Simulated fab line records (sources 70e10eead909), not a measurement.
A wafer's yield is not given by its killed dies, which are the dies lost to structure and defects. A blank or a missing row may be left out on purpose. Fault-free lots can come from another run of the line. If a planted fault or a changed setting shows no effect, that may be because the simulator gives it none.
Matching of chambers -- flow nand_harc -- cmp-01 running NHARC_A_STAIRCASE_CMP_152: 4 sister chambers
The step polishes. 18 wafers are shown with their chamber, then 9 later ones without.

## WAFERS, EACH WITH ITS CHAMBER
wafer,chamber,motor_current_A (A)
L075.2,1,14.1
L075.3,2,12.5
L075.5,3,12.4
L078.2,1,14.4
L078.4,3,12.0
L078.5,3,11.3
L079.2,1,14.1
L079.4,2,12.6
L079.5,0,11.4
L081.4,1,13.8
L081.5,3,11.0
L081.6,0,11.7
L082.1,3,11.4
L082.4,0,11.6
L082.5,0,12.0
L084.2,1,14.1
L084.3,3,11.4
L084.4,2,12.6

SIGNATURES (averages over the wafers above)
reading,chamber 0,chamber 1,chamber 2,chamber 3,scatter within a chamber
motor_current_A,11.675,14.100,12.567,11.583,0.349
Rule: distance of a wafer from a chamber = root of the sum over the readings of ((wafer's reading minus chamber's mean) / reading's scatter) squared. If the next closest chamber is less than 2 further off than the closest, the wafer can't be placed; otherwise it belongs to the closest. The scatter: the root of (the sum of the squares of (reading less its chamber's mean) over the shown wafers, divided by (wafers less chambers)).

## WAFERS WITH NO CHAMBER GIVEN
wafer,motor_current_A (A)
L087.1,14.9
L087.2,12.0
L087.3,12.9
L091.1,12.1
L091.3,13.9
L091.5,11.4
L092.1,12.1
L092.2,12.0
L092.4,11.7

## WHICH CHAMBER EACH ONE RAN IN
wafer,from the rows above,in truth
L087.1,1,1
L087.2,can't be placed: 0 or 3 or 2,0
L087.3,2,2
L091.1,can't be placed: 0 or 2 or 3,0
L091.3,1,1
L091.5,can't be placed: 3 or 0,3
L092.1,can't be placed: 0 or 2 or 3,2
L092.2,can't be placed: 0 or 3 or 2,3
L092.4,can't be placed: 0 or 3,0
3 of 9 placed correctly. Can't be placed from these rows: 6 (the true chamber is among the candidates in 6). 0 placed wrongly.
